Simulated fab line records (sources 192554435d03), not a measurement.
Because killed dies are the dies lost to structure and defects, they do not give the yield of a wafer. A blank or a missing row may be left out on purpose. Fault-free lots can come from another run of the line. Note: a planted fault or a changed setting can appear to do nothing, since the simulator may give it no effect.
One fault through the eyes of 3 desks | flow n5-finfet | each desk holds nothing but its own numbers, with what lay behind them at the end

THE DEFECT DESK
Per lot, the means of the sampled wafers with a number show what the inspections along the route counted. A lot is out of limits, marked OUT, if its mean lies more than 4 standard deviations from the usual mean; the brackets give that distance.
Columns: A = raw-defect-count at N5_BEOL_M2_INSPECT_30, usual 394
lot  | first seen here | A
L513 | day 6 21:48     | 460
L519 | day 8 18:51     | 493
L526 | day 10 03:06    | 510
L528 | day 10 23:13    | 396
L530 | day 11 03:19    | 320
L532 | day 11 15:14    | 362
This desk's verdict: no lot among the 6 shows anything out of limits.

AT THE METROLOGY DESK
Means of the sampled wafers that have a number, per lot and without regard to the tool the lot ran on: this is what the gauges read. A lot is out of limits, marked OUT, if its mean lies more than 4 standard deviations from the usual mean; the brackets give that distance. Only the readings that lie furthest out on some lot appear, 7 of the 12 it has.
Columns: A = DIBL_N at N5_BEOL_M4_RC_MEAS_101, usual 36.5 mV/V; B = DIBL_P at N5_BEOL_M4_RC_MEAS_101, usual 36.9 mV/V; C = IOFF_N at N5_BEOL_M4_RC_MEAS_101, usual 0.163 nA/um; D = IOFF_P at N5_BEOL_M4_RC_MEAS_101, usual 0.22 nA/um; E = ION_P at N5_BEOL_M4_RC_MEAS_101, usual 462 uA/um; F = SS_N at N5_BEOL_M4_RC_MEAS_101, usual 71.6 mV/dec; G = VT_N at N5_BEOL_M4_RC_MEAS_101, usual 249.8 mV
lot  | first seen here | A    | B    | C     | D    | E   | F    | G
L513 | day 6 21:43     | 37.4 | 37.3 | 0.176 | 0.27 | 472 | 72.0 | 247.2
L519 | day 8 18:46     | 35.2 | 36.5 | 0.160 | 0.23 | 467 | 72.2 | 249.1
L526 | day 10 03:01    | 36.8 | 37.4 | 0.172 | 0.22 | 468 | 71.6 | 248.2
L528 | day 10 23:07    | 36.5 | 38.4 | 0.173 | 0.22 | 464 | 71.9 | 249.3
L530 | day 11 03:13    | 34.7 | 36.4 | 0.145 | 0.21 | 468 | 71.6 | 253.5
L532 | day 11 15:09    | 33.5 | 34.2 | 0.131 | 0.18 | 465 | 70.7 | 250.0
This desk's verdict: no lot among the 6 shows anything out of limits.

FOR THE TOOL OWNER'S DESK: rie-diel-04
The tool's own readings at N5_BEOL_M2_VIA_ETCH_34 (etches the open film in C4F6/O2, target depth 69.4 nm, time 65.9 s): means of the sampled wafers that have a number, for each lot that ran on this tool. A lot is out of limits, marked OUT, if its mean lies more than 4 standard deviations from the usual mean; the brackets give that distance. Shown are 7 of the 10 readings it has, namely the first that went out of limits plus those furthest out on some lot.
Columns: A = drypump-motor-current-A at N5_BEOL_M2_VIA_ETCH_34, usual 6.1 A; B = oes_f_703_au at N5_BEOL_M2_VIA_ETCH_34, usual 0.81 a.u.; C = oes_o_777_au at N5_BEOL_M2_VIA_ETCH_34, usual 0.80 a.u.; D = oes-product-au at N5_BEOL_M2_VIA_ETCH_34, usual 0.81 a.u.; E = rf-fwd-power-W at N5_BEOL_M2_VIA_ETCH_34, usual 347.1 W; F = rf-vpp-V at N5_BEOL_M2_VIA_ETCH_34, usual 668 V; G = showerhead-plenum-p-Torr at N5_BEOL_M2_VIA_ETCH_34, usual 2.84 Torr
lot  | first seen here | A   | B               | C               | D    | E               | F              | G
L513 | day 7 07:32     | 5.6 | 0.69            | 0.68            | 0.68 | 348.8           | 671            | 2.89
L526 | day 10 12:16    | 5.6 | 1.08            | 1.07            | 0.90 | 431.5 (+50) OUT | 599 (-8.5) OUT | 2.84
L530 | day 11 07:01    | 6.0 | 1.18 (+4.1) OUT | 1.17 (+4.1) OUT | 0.97 | 431.7 (+50) OUT | 598 (-8.5) OUT | 2.94
Finding of this desk: L526, L530 out of limits; the first was L526 at day 10 12:16, on rf-fwd-power-W at N5_BEOL_M2_VIA_ETCH_34. L513: within limits.

TAKEN TOGETHER
The tool owner's desk had the chance to raise an alarm at day 10 12:16 on L526, L530.
Nothing the defect desk looked at was out of limits.
From the metrology desk's view, nothing was out of limits.
The defect desk has L526, L530 on record, within its limits.
The metrology desk holds a record of L526, L530, inside its limits.
On rie-diel-04, each named lot ran N5_BEOL_M2_VIA_ETCH_34.

WHAT THE SIMULATOR PUT IN
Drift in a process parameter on rie-diel-04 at N5_BEOL_M2_VIA_ETCH_34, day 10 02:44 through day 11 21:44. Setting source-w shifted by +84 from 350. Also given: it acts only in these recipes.
Struck lots among those shown: L526, L530.
Time in hours from fault onset to the first out-of-limits reading at each desk: the tool owner's desk, 10.
